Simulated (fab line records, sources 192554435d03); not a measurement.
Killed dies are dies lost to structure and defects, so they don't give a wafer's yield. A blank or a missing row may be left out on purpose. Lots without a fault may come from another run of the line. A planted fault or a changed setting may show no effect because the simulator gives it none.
Chamber matching | flow n5_finfet | N5_BEOL_M9_CURE_72 on uv_cure-02: 3 sister chambers
The step cures SiCOH lowk, time 120 s. 6 wafers are shown with their chamber, then 7 later ones without.

WAFERS WITH THEIR CHAMBER
wafer  | chamber | wafer_temp_C_max | lamp_power_pct (%)
L816.3 | 1       | 372.2            | 52.40
L816.6 | 1       | 373.2            | 52.33
L827.2 | 0       | 371.6            | 52.32
L827.3 | 0       | 372.0            | 52.28
L831.2 | 2       | 371.9            | 52.39
L831.5 | 2       | 372.0            | 52.35

WAFERS WITHOUT THEIR CHAMBER
wafer  | wafer_temp_C_max | lamp_power_pct (%)
L831.6 | 372.1            | 52.27
L835.2 | 372.1            | 52.34
L835.5 | 371.6            | 52.30
L835.6 | 371.6            | 52.38
L837.1 | 373.7            | 52.34
L837.2 | 372.6            | 52.28
L837.6 | 372.5            | 52.35

WHICH CHAMBER EACH WENT THROUGH
wafer  | from the rows above          | in truth
L831.6 | can't be placed: 0 or 2 or 1 | 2
L835.2 | can't be placed: 2 or 0 or 1 | 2
L835.5 | can't be placed: 0 or 2      | 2
L835.6 | can't be placed: 2 or 0 or 1 | 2
L837.1 | can't be placed: 1 or 2      | 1
L837.2 | can't be placed: 0 or 1 or 2 | 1
L837.6 | can't be placed: 1 or 2 or 0 | 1
Placed correctly: 0 of 7. Can't be placed from these rows: 7 (the true chamber is among the candidates in 7). Placed wrongly: 0.
How it was worked out, from the rows above alone: a wafer's distance from a chamber is the root of the sum, over the readings, of the square of ((its reading less the chamber's mean) divided by the reading's scatter). The wafer belongs to the nearest chamber; if the next one is less than 2 further off, it can't be placed. A chamber's mean is the mean of its shown wafers. The scatter: the root of (the sum of the squares of (reading less its chamber's mean) over the shown wafers, divided by (wafers less chambers)).
